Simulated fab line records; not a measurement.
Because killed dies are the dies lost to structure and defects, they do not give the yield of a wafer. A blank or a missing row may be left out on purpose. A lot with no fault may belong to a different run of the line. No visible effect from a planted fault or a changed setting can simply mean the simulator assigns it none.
Chamber matching | flow nand_harc | NHARC_A_CHANNEL_HOLE_D2_DESCUM_15 on rie_diel-01: 4 sister chambers
The step chemistry O2, time 3 s. 18 wafers are shown with their chamber, then 9 later ones without.

== EACH WAFER AND ITS CHAMBER ==
wafer  | chamber | showerhead_plenum_p_Torr (Torr) | drypump_motor_current_A (A) | rf_vpp_V (V)
L074.1 | 1       | 1.83                            | 5.40                        | 57.4
L074.3 | 2       | 2.05                            | 5.74                        | 59.7
L074.6 | 0       | 1.80                            | 6.01                        | 57.7
L077.2 | 2       | 2.05                            | 5.69                        | 58.3
L077.3 | 0       | 1.80                            | 6.01                        | 57.0
L077.5 | 3       | 2.03                            | 5.86                        | 58.4
L079.3 | 3       | 2.03                            | 5.83                        | 56.4
L079.5 | 3       | 2.03                            | 5.82                        | 58.7
L079.6 | 0       | 1.80                            | 6.00                        | 58.4
L081.1 | 3       | 2.03                            | 5.86                        | 58.5
L081.2 | 1       | 1.82                            | 5.39                        | 57.4
L081.5 | 3       | 2.03                            | 5.87                        | 57.7
L084.2 | 2       | 2.05                            | 5.68                        | 59.4
L084.5 | 2       | 2.05                            | 5.69                        | 59.9
L084.6 | 1       | 1.82                            | 5.41                        | 57.6
L092.1 | 2       | 2.05                            | 5.72                        | 59.2
L092.3 | 3       | 2.02                            | 5.87                        | 58.4
L092.4 | 0       | 1.80                            | 5.98                        | 56.4

SIGNATURES (averages over the wafers above)
reading                  | chamber 0 | chamber 1 | chamber 2 | chamber 3 | scatter within a chamber
showerhead_plenum_p_Torr | 1.8000    | 1.8233    | 2.0500    | 2.0283    | 0.00327
drypump_motor_current_A  | 6.0000    | 5.4000    | 5.7040    | 5.8517    | 0.02
rf_vpp_V                 | 57.375    | 57.467    | 59.300    | 58.017    | 0.733
Rule: distance of a wafer from a chamber = root of the sum over the readings of ((wafer's reading minus chamber's mean) / reading's scatter) squared. If the next closest chamber is less than 2 further off than the closest, the wafer can't be placed; otherwise it belongs to the closest. The scatter is the square root of a quotient: the sum, over the shown wafers, of each reading's squared deviation from its chamber's mean, divided by wafers minus chambers.

== WAFERS WITH NO CHAMBER GIVEN ==
wafer  | showerhead_plenum_p_Torr (Torr) | drypump_motor_current_A (A) | rf_vpp_V (V)
L094.2 | 1.82                            | 5.40                        | 58.2
L094.3 | 2.05                            | 5.76                        | 58.8
L094.4 | 2.02                            | 5.84                        | 58.0
L095.1 | 1.80                            | 6.02                        | 56.1
L095.2 | 2.02                            | 5.85                        | 58.4
L095.5 | 1.80                            | 6.03                        | 58.8
L097.1 | 2.02                            | 5.83                        | 58.9
L097.3 | 1.82                            | 5.41                        | 58.7
L097.5 | 2.05                            | 5.75                        | 58.1

== EACH ONE'S CHAMBER ==
wafer  | from the rows above | in truth
L094.2 | 1                   | 1
L094.3 | 2                   | 2
L094.4 | 3                   | 3
L095.1 | 0                   | 0
L095.2 | 3                   | 3
L095.5 | 0                   | 0
L097.1 | 3                   | 3
L097.3 | 1                   | 1
L097.5 | 2                   | 2
9 of 9 placed correctly. From these rows, 0 cannot be placed. Number placed wrongly: 0.
